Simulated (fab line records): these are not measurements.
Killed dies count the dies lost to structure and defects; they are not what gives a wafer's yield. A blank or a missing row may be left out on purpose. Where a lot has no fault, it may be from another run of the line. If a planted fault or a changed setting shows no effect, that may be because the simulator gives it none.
fab line records	flow n5Finfet	part 2 of 2: steps 5 to 6 of 6
record lots=23	wafers=69	lastDay=18
route steps=1938 shown BEOL_M0_CUTY@713 BEOL_M0@718 BEOL_M1@751
lots that met no fault: from a run of the same line without faults
startH: hours from the record's opening day to when the first of the lot's shown wafers began	waitH: hours since the lot's step before	" as in the row above	L1.1+2: several wafers, shown together as one row	- no value, or no start given	* or withheld: withheld	< > ~ a bound
route shown NAME@n: a module of which the file shows steps, and the number in the route of the first	usual: mean/standard deviation taken from wafers without a fault	same: alike in all rows	chamber/n: place in a boat	sites: the reading at each site	_std_site: the standard deviation of these	_edge_site: inner sites' mean taken away from outer sites' mean	radiusMm: for every site, how far away it sits from the centre of the wafer	mask NAME#n: copy n	behind: the tool/chamber that last shaped the wafer	hold: the reason the lot was held/the length of the hold in hours/how it ended	device: transistor that didn't switch, given as n, p or np	end of line: the tests these same wafers got at the end of their route	step lacking rows: just its recipe	killed: the dies lost at the first sort to structure and to defects; this is not the yield of the wafer	map: a wafer's dies, marking killed ones x, the rest . and places with no die _
set.NAME: the setting the step ran with; set.NAME@STEP: the setting that earlier step ran with	model.NAME: the simulator's own value behind a step, which no gauge read
steps of the route over a sample of lots; a table a step, a row a wafer
services: when a tool's chamber went out of use (startH, in hours from the record's first day, below 0 if earlier), for how many hours, and the reason
## steps
# step N5_BEOL_M1_ILD_DEP_00
# recipe material=SiOC	targetThkA=790	tempC=350	precursor=DEMS/O2	pressureTorr=5	rfW=500	timeS=15.3
# usual heaterPowerW=502/110	showerheadPlenumPTorr=5.696/0.011	throttleValvePct=12.1/0.86
# same timeS=15.3
lot.wafer	tool	chamber	startH	waitH	heaterPowerW	showerheadPlenumPTorr	throttleValvePct
L074.3	pecvd-01	0	121.99	0.0	504	5.691	12.8
L074.4	"	2	"	"	441	5.701	10.8
L074.5	"	1	"	"	371	5.716	12.6
L075.1	pecvd-04	2	126.17	0.0	537	5.709	11.9
L075.3	"	1	"	"	669	5.683	11.5
L075.6	"	0	"	"	639	5.711	11.1
L076.1	pecvd-03	1	135.98	0.0	439	5.687	13.3
L076.3	"	2	"	"	576	5.675	11.7
L076.4	"	0	"	"	396	5.687	12.6
L077.1	pecvd-03	0	139.19	0.0	384	5.697	12.9
L077.3	"	2	"	"	621	5.706	11.7
L077.6	"	0	"	"	394	5.695	13.1
L079.1	pecvd-03	1	151.79	0.0	382	5.698	13.2
L079.4	"	0	"	"	327	5.694	12.6
L079.6	"	1	"	"	383	5.694	13.1
L078.1	pecvd-04	2	154.61	0.0	607	5.700	11.8
L078.4	"	2	"	"	581	5.703	11.8
L078.5	"	2	"	"	592	5.700	12.1
L080.1	pecvd-01	1	158.94	0.0	351	5.700	12.3
L080.3	"	2	"	"	517	5.708	10.6
L080.5	"	2	"	"	411	5.693	10.4
L081.1	pecvd-01	0	160.54	0.0	452	5.684	12.9
L081.2	"	2	"	"	519	5.699	10.6
L081.5	"	0	"	"	466	5.693	12.7
L082.1	pecvd-03	2	177.33	0.0	567	5.702	12.1
L082.5	"	1	"	"	420	5.707	13.3
L082.6	"	2	"	"	567	5.691	11.8
L083.4	pecvd-03	0	184.34	0.1	367	5.706	13.2
L083.5	"	2	"	"	650	5.713	12.0
L083.6	"	1	"	"	372	5.690	13.1
L085.2	pecvd-04	1	197.60	0.0	662	5.685	11.2
L085.4	"	2	"	"	601	5.708	12.0
L085.6	"	1	"	"	654	5.682	11.6
L086.1	pecvd-04	1	201.77	0.1	582	5.682	11.5
L086.2	"	2	"	"	515	5.700	11.7
L086.3	"	0	"	"	616	5.717	11.1
L088.1	pecvd-01	1	205.75	0.0	406	5.703	12.3
L088.4	"	2	"	"	451	5.709	10.9
L088.6	"	1	"	"	401	5.690	12.2
L087.1	pecvd-04	1	206.44	0.0	717	5.681	11.8
L087.2	"	0	"	"	574	5.705	11.0
L087.6	"	0	"	"	600	5.697	10.7
L090.3	pecvd-03	1	213.70	0.0	377	5.695	13.3
L090.4	"	2	"	"	648	5.698	12.1
L090.5	"	0	"	"	344	5.686	12.8
L089.2	pecvd-04	0	214.60	0.0	588	5.709	11.0
L089.3	"	1	"	"	694	5.678	11.4
L089.5	"	0	"	"	603	5.723	11.1
L091.2	pecvd-03	0	222.91	0.0	359	5.700	13.0
L091.4	"	0	"	"	359	5.688	12.9
L091.6	"	2	"	"	603	5.706	11.8
L092.2	pecvd-04	1	226.28	0.0	691	5.679	11.6
L092.3	"	0	"	"	567	5.707	10.9
L092.5	"	1	"	"	562	5.666	11.8
L093.1	pecvd-03	1	240.79	0.0	389	5.705	13.2
L093.4	"	2	"	"	589	5.699	12.0
L093.6	"	0	"	"	374	5.704	12.8
L094.1	pecvd-03	1	241.55	0.0	436	5.701	13.2
L094.3	"	2	"	"	519	5.680	11.9
L094.4	"	0	"	"	386	5.697	12.9
L095.2	pecvd-01	2	255.49	0.0	463	5.692	10.8
L095.3	"	1	"	"	412	5.693	12.4
L095.4	"	1	"	"	405	5.707	12.2
L096.3	pecvd-03	1	260.85	0.0	429	5.698	13.5
L096.4	"	0	"	"	396	5.701	12.7
L096.5	"	1	"	"	429	5.696	13.7
L097.2	pecvd-03	0	263.85	0.0	365	5.687	12.5
L097.3	"	1	"	"	454	5.705	13.3
L097.4	"	0	"	"	374	5.697	12.9
# step N5_BEOL_M1_STRIP_97
# recipe chemistry=N2/H2	timeS=10	powerW=450	tempC=40	pressureMtorr=20	rfFrequencyHz=6e+07	biasPowerW=7	n2FlowSccm=200	h2FlowSccm=200
# usual drypumpMotorCurrentA=5.8/0.62	n2FlowSccm=200.0/0.61	oesProductAu=0.82/0.11	rfVppV=59.2/0.92	showerheadPlenumPTorr=2.56/0.1	throttleValvePct=23.55/0.28
# same timeS=10
lot.wafer	tool	chamber	startH	waitH	drypumpMotorCurrentA	n2FlowSccm	oesProductAu	rfHoursCounterH	rfVppV	showerheadPlenumPTorr	throttleValvePct
L074.3	rieDiel-01	0	-	-	5.9	199.9	1.00	3	59.7	2.71	23.23
L074.4	"	3	"	"	6.2	199.3	0.80	88	58.5	2.46	23.39
L074.5	"	0	"	"	5.9	199.5	1.01	-	59.2	2.71	23.23
L075.1	rieDiel-04	1	-	-	5.4	199.4	0.68	245	59.2	2.59	23.68
L075.3	"	0	"	"	5.3	199.7	0.79	140	60.6	2.65	23.89
L075.6	"	1	"	"	5.4	199.4	0.68	-	58.8	2.59	23.68
L076.1	rieDiel-03	0	-	-	5.2	200.3	0.74	153	57.0	2.43	23.35
L076.3	"	2	"	"	5.5	198.0	0.74	172	58.9	2.53	24.02
L076.4	"	0	"	"	5.1	200.0	0.75	-	57.4	2.43	23.33
L077.1	rieDiel-01	3	-	-	6.2	201.3	0.79	96	58.1	2.46	23.41
L077.3	"	2	"	"	6.6	200.4	0.67	239	59.8	2.50	24.03
L077.6	"	0	"	"	5.9	200.6	0.97	-	58.9	2.70	23.25
L079.1	rieDiel-03	3	-	-	6.4	199.8	0.97	2	59.6	2.70	23.25
L079.4	"	2	"	"	5.5	200.1	0.74	177	60.2	2.52	24.02
L079.6	"	3	"	"	6.4	200.0	0.96	-	60.0	2.70	23.25
L078.1	rieDiel-01	2	-	-	6.6	200.1	0.67	245	59.9	2.50	24.06
L078.4	"	3	"	"	6.2	199.7	0.79	-	58.3	2.45	23.41
L078.5	"	2	"	"	6.6	199.0	0.67	-	59.2	2.50	24.05
L080.1	rieDiel-01	1	-	-	4.7	199.8	0.99	1	59.3	2.61	23.63
L080.3	"	3	"	"	6.2	200.2	0.80	102	59.3	2.45	23.40
L080.5	"	1	"	"	4.7	200.0	0.99	-	59.7	2.61	23.59
L081.1	rieDiel-01	3	-	-	6.2	199.9	0.78	104	59.0	2.45	23.42
L081.2	"	1	"	"	4.7	199.4	0.99	2	58.5	2.61	23.61
L081.5	"	1	"	"	4.7	200.7	0.97	-	59.2	2.61	23.60
L082.1	rieDiel-01	3	-	-	6.2	200.6	0.78	108	59.1	2.45	23.41
L082.5	"	1	"	"	4.7	199.5	0.95	-	59.3	2.61	23.63
L082.6	"	3	"	"	6.2	200.7	0.78	-	59.2	2.45	23.40
L083.4	rieDiel-01	0	-	-	5.8	199.4	0.92	-	59.5	2.70	23.25
L083.5	"	1	"	"	4.7	199.9	0.95	-	57.7	2.60	23.63
L083.6	"	3	"	"	6.2	200.0	0.76	-	59.2	2.45	23.42
L085.2	rieDiel-01	3	-	-	6.2	200.5	0.77	119	59.3	2.45	23.43
L085.4	"	3	"	"	6.3	200.1	0.78	-	57.9	2.45	23.45
L085.6	"	2	"	"	6.6	200.4	0.97	-	59.4	2.49	23.72
L086.1	rieDiel-03	3	-	-	6.4	200.1	0.91	19	60.9	2.70	23.25
L086.2	"	2	"	"	5.5	200.4	0.73	193	59.4	2.52	24.05
L086.3	"	1	"	"	6.1	199.7	0.74	149	58.9	2.65	23.59
L087.1	rieDiel-01	3	-	-	6.2	200.1	0.76	122	59.3	2.45	23.44
L087.2	"	2	"	"	6.6	200.0	0.95	4	58.6	2.49	23.73
L087.6	"	2	"	"	6.6	200.4	0.95	-	59.9	2.49	23.75
L088.1	rieDiel-03	1	-	-	6.1	200.1	0.72	151	59.5	2.65	23.59
L088.4	"	2	"	"	5.5	199.5	0.72	195	58.8	2.52	24.03
L088.6	"	3	"	"	6.4	199.9	0.90	-	59.8	2.70	23.26
L090.3	rieDiel-04	2	-	-	6.2	199.0	0.70	241	60.2	2.50	23.82
L090.4	"	1	"	"	5.4	200.2	0.92	21	59.0	2.58	23.45
L090.5	"	0	"	"	5.4	199.8	0.77	-	58.7	2.64	23.95
L089.2	rieDiel-04	3	-	-	6.8	201.1	0.67	226	57.4	2.40	23.23
L089.3	"	0	"	"	5.4	200.7	0.75	172	58.4	2.64	23.95
L089.5	"	2	"	"	6.1	201.1	0.69	-	60.4	2.50	23.83
L091.2	rieDiel-04	2	-	-	6.1	199.9	0.69	244	59.5	2.50	23.81
L091.4	"	0	"	"	5.4	199.1	0.76	174	59.5	2.64	23.96
L091.6	"	1	"	"	5.4	200.7	0.91	-	57.9	2.58	23.46
L092.2	rieDiel-01	3	-	-	6.2	199.6	0.76	125	57.4	2.44	23.46
L092.3	"	1	"	"	4.7	200.6	0.93	14	60.5	2.60	23.64
L092.5	"	2	"	"	6.6	200.7	0.94	-	59.7	2.49	23.74
L093.1	rieDiel-01	0	-	-	5.9	199.0	0.89	43	59.1	2.69	23.27
L093.4	"	3	"	"	6.2	199.3	0.76	129	59.2	2.44	23.46
L093.6	"	1	"	"	4.7	200.3	0.93	-	59.3	2.60	23.65
L094.1	rieDiel-03	3	-	-	6.5	199.6	0.87	34	60.7	2.69	23.27
L094.3	"	1	"	"	6.1	200.7	0.72	164	60.7	2.64	23.60
L094.4	"	0	"	"	5.1	200.3	0.72	188	59.1	2.42	23.39
L095.2	rieDiel-01	0	-	-	5.9	199.2	0.89	49	60.7	2.69	23.28
L095.3	"	1	"	"	4.7	199.8	0.91	24	59.9	2.60	23.63
L095.4	"	3	"	"	6.3	199.3	0.76	134	58.7	2.44	23.45
L096.3	rieDiel-03	2	-	-	5.5	199.4	0.70	214	58.2	2.51	24.06
L096.4	"	0	"	"	5.1	199.6	0.72	194	58.0	2.42	23.40
L096.5	"	0	"	"	5.1	199.5	0.72	-	58.4	2.42	23.42
L097.2	rieDiel-03	2	-	-	5.5	199.2	0.71	214	59.7	2.51	24.07
L097.3	"	1	"	"	6.1	199.7	0.71	170	59.2	2.64	23.62
L097.4	"	0	"	"	5.2	200.3	0.71	195	58.8	2.41	23.41
## services
tool	chamber	startH	hours	kind
rieDiel-05	0	97.85	-	clean
rieDiel-05	0	97.85	-	consumableReplace:focusRing
rieDiel-06	1	99.50	6.9	repair
pecvd-04	-	100.78	6.0	pm
pvdSputter-02	-	104.76	2.3	repair
rieDiel-03	-	123.29	14.6	pm
rieDiel-04	2	124.85	24.6	repair
pecvd-04	-	133.79	2.8	pm
pecvd-04	-	138.03	0.5	repair
pecvd-01	-	146.33	0.9	repair
rieDiel-04	0	161.53	6.6	repair
rieDiel-03	1	175.27	12.3	repair
pecvd-04	-	181.78	1.6	repair
pecvd-03	2	185.47	8.2	repair
pecvd-03	-	193.15	14.6	pm
rieDiel-04	3	193.45	8.9	repair
rieDiel-06	0	200.31	15.8	repair
rieDiel-04	-	211.67	2.8	pm
rieDiel-01	-	217.33	9.7	repair
rieDiel-04	-	217.33	2.1	repair
pecvd-03	-	228.69	2.8	pm
rieDiel-01	-	229.97	2.8	pm
pecvd-01	-	232.63	14.6	pm
rieDiel-04	1	239.23	6.4	repair
